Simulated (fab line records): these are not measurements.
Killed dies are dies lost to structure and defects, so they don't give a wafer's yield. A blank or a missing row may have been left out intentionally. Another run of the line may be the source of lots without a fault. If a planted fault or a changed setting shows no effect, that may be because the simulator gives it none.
Problem report in the 8D (eight disciplines) form, filled by code || flow n5Finfet || the parts of the form that need people (team, actions taken, sign-off) are left out

## 1. WHAT WENT WRONG
A mean of 16068 W is read at N5_BEOL_M14_SPUTTER_44 for cathodeDcPowerW, taken on 1 wafer of 1 lot, against 14999 W (standard deviation 2.9) on wafers free of any fault. That is +99 or more standard deviations from the usual mean.
The step: material Ta, target thk 15 nm, time 24.19 s.
Earliest sighting: wafer L215.2 on pvdSputter-01 at day 14 14:56. Wafers with a number at this step in the record: 15, from 5 lots. Rule for "out" (also "out of limits"): further than 4 standard deviations from the usual mean. The other wafers with a number count as sound.

## 2. WHAT IT IS, AND WHAT IT ISN'T
{"question": "which readings at this step", "is": "cathodeDcPowerW", "is not": "throttleValvePct"}
{"question": "which lots", "is": "L215", "is not": "L211, L214, L218, L223"}
{"question": "which wafers of those lots", "is": "L215.2", "is not": "L215.3, L215.6"}
{"question": "read on which tools", "is": "pvdSputter-01", "is not": "pvdSputter-03"}
{"question": "when", "is": "from day 14 14:56", "is not": "up to then (11 sound wafers); but 3 sound wafers of L223 came after"}

## 3. THE SUSPECTS, EACH WITH WHAT RULES IT OUT
Counting: a tool at a process step up to the reading stays a suspect if it ran every lot that is out. Sound lots after the first of them don't rule it out here, since some wafers of a struck lot are sound.
- rieDiel-06 at N5_BEOL_M14_TRENCH_ETCH_34 (etches SiO2 in C4F8/O2/Ar, target depth 556.65 nm, time 126.9 s): kept. The lot that is out, L215, ran on it at day 14 14:19; the last sound lot it ran before that was L218, at day 13 15:56.
- rieDiel-01 at N5_BEOL_M14_STRIP_37 (strips in O2): kept. The lot that is out, L215, ran on it at day 14 14:31; the last sound lot it ran before that was L214, at day 13 19:58.
- rieDiel-01 at N5_BEOL_M14_ETCH_38 (etches SiCN in CF4/N2, target depth 106.5 nm, time 120.6 s): kept. The lot that is out, L215, ran on it at day 14 14:46; the last sound lot it ran before that was L214, at day 13 20:56. N5_BEOL_M14_ETCH_38: start missing for some lots; hours and lot order therefore follow N5_BEOL_M14_DEGAS_41.
- pvdSputter-01 at N5_BEOL_M14_DEGAS_41 (time 60 s): kept. The lot that is out, L215, ran on it at day 14 14:46; the last sound lot it ran before that was L211, at day 13 01:20.
- pvdSputter-01 at N5_BEOL_M14_SPUTTER_44 (material Ta, target thk 15 nm, time 24.19 s): kept. The lot that is out, L215, ran on it at day 14 14:56; the last sound lot it ran before that was L211, at day 13 01:29. Its own cathodeDcPowerW readings are out on those wafers.
- The sound lot-mates ran in chamber 0 of rieDiel-06 at N5_BEOL_M14_TRENCH_ETCH_34, but the wafers that are out ran in chamber 2.
- The sound lot-mates ran in chamber 1 of rieDiel-01 at N5_BEOL_M14_STRIP_37, but the wafers that are out ran in chamber 0.
- The sound lot-mates ran in chamber 1 of rieDiel-01 at N5_BEOL_M14_ETCH_38, but the wafers that are out ran in chamber 0.
Left after counting: rieDiel-06 at N5_BEOL_M14_TRENCH_ETCH_34, rieDiel-01 at N5_BEOL_M14_STRIP_37, rieDiel-01 at N5_BEOL_M14_ETCH_38, pvdSputter-01 at N5_BEOL_M14_DEGAS_41, pvdSputter-01 at N5_BEOL_M14_SPUTTER_44.

## 4. THE CAUSE (what the simulator had put in)
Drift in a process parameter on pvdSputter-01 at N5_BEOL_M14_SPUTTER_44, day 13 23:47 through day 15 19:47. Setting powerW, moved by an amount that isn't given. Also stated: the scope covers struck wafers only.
Of the 5 suspects that counting leaves, this tool is one.

## 5. SEQUENCE OF EFFECTS, ordered by route
Each row: a reading whose mean over the struck wafers that have a number lies more than 3 standard deviations from the usual. Readings are gone through only where the record gives a usual standard deviation; hours: the median, over the lots, of the time from a lot's start at the first step in this table giving one to that lot's start at this step; sigmas: the change measured in usual standard deviations.
{"hours": 0, "step": "N5_BEOL_M14_SPUTTER_44", "reading": "cathodeDcPowerW", "usual": "14999 W", "on struck wafers": 16068, "change": "+1069", "sigmas": "+99 or more"}
Process steps it contains:
- N5_BEOL_M14_SPUTTER_44: material Ta, target thk 15 nm, time 24.19 s.

## 6. WHAT WOULD HAVE CAUGHT IT SOONER
The fault began at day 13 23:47; the first out-of-limits reading in this record came at day 14 14:56, 15 hours later.
